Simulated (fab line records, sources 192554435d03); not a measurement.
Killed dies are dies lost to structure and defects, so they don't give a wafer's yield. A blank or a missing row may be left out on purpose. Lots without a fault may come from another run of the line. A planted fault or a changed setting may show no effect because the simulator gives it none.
Which tool did it? | flow n5_finfet | 12 lots, 36 wafers sampled, at 4 steps of a route of 1938

WHAT THE GAUGES READ, wafer by wafer
N5_BEOL_M3_THK_MEAS_53: measures by xrf.
lot  | measured     | on            | M3_THK (nm)
L076 | day 8 01:56  | film_metro-02 | 41.7 42.7 42.5
L078 | day 9 01:15  | film_metro-02 | 40.1 42.3 40.2
L079 | day 9 22:22  | film_metro-01 | 39.6 41.7 42.3
L081 | day 10 06:32 | film_metro-02 | 39.7 38.9 39.4
L084 | day 10 17:00 | film_metro-01 | 39.1 41.6 39.8
L082 | day 10 23:02 | film_metro-01 | 39.4 38.4 40.0
L086 | day 11 04:18 | film_metro-02 | 40.3 40.8 41.0
L088 | day 11 17:44 | film_metro-01 | 39.5 39.9 41.4
L091 | day 12 11:29 | film_metro-01 | 40.6 40.9 41.4
L093 | day 12 22:14 | film_metro-01 | 42.5 44.6 43.3
L095 | day 13 05:55 | film_metro-02 | 39.5 41.2 41.3
L097 | day 13 19:29 | film_metro-02 | 39.4 42.1 42.0

WHICH TOOL RAN EACH LOT (tool, then ch and the chambers of the sampled wafers, then the start)
lot  | N5_BEOL_M3_SPUTTER_86        | N5_BEOL_M3_SPUTTER_88        | N5_BEOL_M3_ANNEAL_91
L076 | pvd_sputter-02, day 8 00:02  | pvd_sputter-02, day 8 00:16  | pvd_sputter-02, day 8 00:34
L078 | pvd_sputter-01, day 8 23:22  | pvd_sputter-01, day 8 23:35  | pvd_sputter-01, day 8 23:53
L079 | pvd_sputter-02, day 9 20:26  | pvd_sputter-02, day 9 20:40  | pvd_sputter-02, day 9 20:58
L081 | pvd_sputter-03, day 10 04:37 | pvd_sputter-03, day 10 04:52 | pvd_sputter-03, day 10 05:10
L084 | pvd_sputter-01, day 10 14:58 | pvd_sputter-01, day 10 15:11 | pvd_sputter-01, day 10 15:29
L082 | pvd_sputter-03, day 10 21:08 | pvd_sputter-03, day 10 21:21 | pvd_sputter-03, day 10 21:39
L086 | pvd_sputter-03, day 11 02:25 | pvd_sputter-03, day 11 02:38 | pvd_sputter-03, day 11 02:56
L088 | pvd_sputter-01, day 11 15:20 | pvd_sputter-01, day 11 15:33 | pvd_sputter-01, day 11 15:51
L091 | pvd_sputter-03, day 12 09:35 | pvd_sputter-03, day 12 09:49 | pvd_sputter-03, day 12 10:07
L093 | pvd_sputter-02, day 12 20:21 | pvd_sputter-02, day 12 20:34 | pvd_sputter-02, day 12 20:52
L095 | pvd_sputter-01, day 13 04:01 | pvd_sputter-01, day 13 04:14 | pvd_sputter-01, day 13 04:32
L097 | pvd_sputter-02, day 13 17:35 | pvd_sputter-02, day 13 17:49 | pvd_sputter-02, day 13 18:07
- N5_BEOL_M3_SPUTTER_86: material Cu, target thk 4.5 nm, time 8.29 s.
- N5_BEOL_M3_SPUTTER_88: material Cu, target thk 4.5 nm, time 8.29 s.
- N5_BEOL_M3_ANNEAL_91: time 240 s.

THE ANSWER, worked out from the rows above alone
Rule: what is usual is taken from the lots themselves. Put in order of their means at a reading, lots are off if they are a third of the lots or fewer, leave a main group of 4 or more, and stand apart from it by a gap of 3 or more times the standard deviation of the main group's means; of several such gaps the widest counts. A main group whose means are all the same, to the digits that the tables above print for the reading, isn't used. A lot without any number at a reading at which 4 lots or more have one is off too. The other lots that the step has rows for count as sound.
No lot is off at any reading shown: from this, nothing can be told.

WHAT THE SIMULATOR HAD PUT IN
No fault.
